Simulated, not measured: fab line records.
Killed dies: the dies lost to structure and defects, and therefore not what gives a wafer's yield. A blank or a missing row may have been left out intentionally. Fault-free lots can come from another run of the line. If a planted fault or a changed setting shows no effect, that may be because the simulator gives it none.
Check for tools in common | flow nand-harc | 9 wafers sampled across 3 lots

REASON IT WAS OPENED
Flagged at NHARC_END_SORT_01: reading killed-short, on 3 of 3 lots. Fault-free wafers read 2.3, with a standard deviation of 1.7.
Rule: flag the lot when none of its wafers has a number, or when each of its wafers that has one lies beyond 4 standard deviations from that mean. As for the other lots, they are considered sound.

lot  | measured     | on        | killed-short, wafer by wafer | flag
L304 | day 24 22:13 | prober-01 | 63 66 61                     | FLAGGED
L308 | day 25 11:29 | prober-01 | 70 65 74                     | FLAGGED
L307 | day 25 11:32 | prober-02 | 73 62 75                     | FLAGGED
Average over the flagged lots: 67.7; offset from the usual +65.4, equal to +38 standard deviations.

WHICH TOOL RAN EACH LOT
4 process steps preceding the reading are held in the record, out of 1302 steps in the route. Each cell gives the tool, then ch followed by the chambers the sampled wafers passed through, then the start.
lot  | flag    | NHARC_A_SLIT_ETCH_29               | NHARC_A_SLIT_STRIP_18                       | NHARC_A_WL_FILL_ALD_02              | NHARC_A_WL_FILL_STRIP_27
L304 | FLAGGED | rie-diel-09 ch 2,3, day 20 14:26   | rie-diel-09 ch 0,2, day 20 20:52 or earlier | ald-metal-02 ch 0,2,3, day 20 20:52 | plasma-asher-02 ch 0,1, day 20 22:03
L308 | FLAGGED | rie-diel-09 ch 0,2,3, day 21 09:38 | rie-diel-09 ch 1,2, day 21 17:25 or earlier | ald-metal-03 ch 1,2,3, day 21 17:25 | plasma-asher-01 ch 0,1, day 21 18:44
L307 | FLAGGED | rie-diel-10 ch 0,1, day 21 09:28   | rie-diel-10 ch 0,1, day 21 17:19 or earlier | ald-metal-02 ch 1,2,3, day 21 17:19 | plasma-asher-02 ch 0,1, day 21 18:26
What is done by these steps:
- NHARC_A_SLIT_ETCH_29: etches the open film in CF4/O2, target depth 100 nm, overetch 10 nm, time 55 s.
- NHARC_A_SLIT_STRIP_18: strips in O2.
- NHARC_A_WL_FILL_ALD_02: deposits TiN, target thk 2 nm, pulse time 3 s, ald cycles 100.
- NHARC_A_WL_FILL_STRIP_27: strips in N2/H2, time 20 s.
- NHARC_END_SORT_01

FLAGGED AGAINST TOTAL, ONE TOOL AT A TIME (gauges that did the reading follow at the end)
step                     | tool            | lots run | flagged | share of the flagged lots | sound lots run after its first flagged lot
NHARC_A_SLIT_ETCH_29     | rie-diel-09     | 2        | 2       | some                      | 0
NHARC_A_SLIT_ETCH_29     | rie-diel-10     | 1        | 1       | some                      | 0
NHARC_A_SLIT_STRIP_18    | rie-diel-09     | 2        | 2       | some                      | 0
NHARC_A_SLIT_STRIP_18    | rie-diel-10     | 1        | 1       | some                      | 0
NHARC_A_WL_FILL_ALD_02   | ald-metal-02    | 2        | 2       | some                      | 0
NHARC_A_WL_FILL_ALD_02   | ald-metal-03    | 1        | 1       | some                      | 0
NHARC_A_WL_FILL_STRIP_27 | plasma-asher-01 | 1        | 1       | some                      | 0
NHARC_A_WL_FILL_STRIP_27 | plasma-asher-02 | 2        | 2       | some                      | 0
NHARC_END_SORT_01        | prober-01       | 2        | 2       | some                      | 0
NHARC_END_SORT_01        | prober-02       | 1        | 1       | some                      | 0
NHARC_A_SLIT_STRIP_18 gives no start for some lots, so the hours and the order of its lots are those of NHARC_A_WL_FILL_ALD_02.

WHAT THE TABLE PERMITS
No row of the table ran every flagged lot.

WHAT THE SIMULATOR PUT IN
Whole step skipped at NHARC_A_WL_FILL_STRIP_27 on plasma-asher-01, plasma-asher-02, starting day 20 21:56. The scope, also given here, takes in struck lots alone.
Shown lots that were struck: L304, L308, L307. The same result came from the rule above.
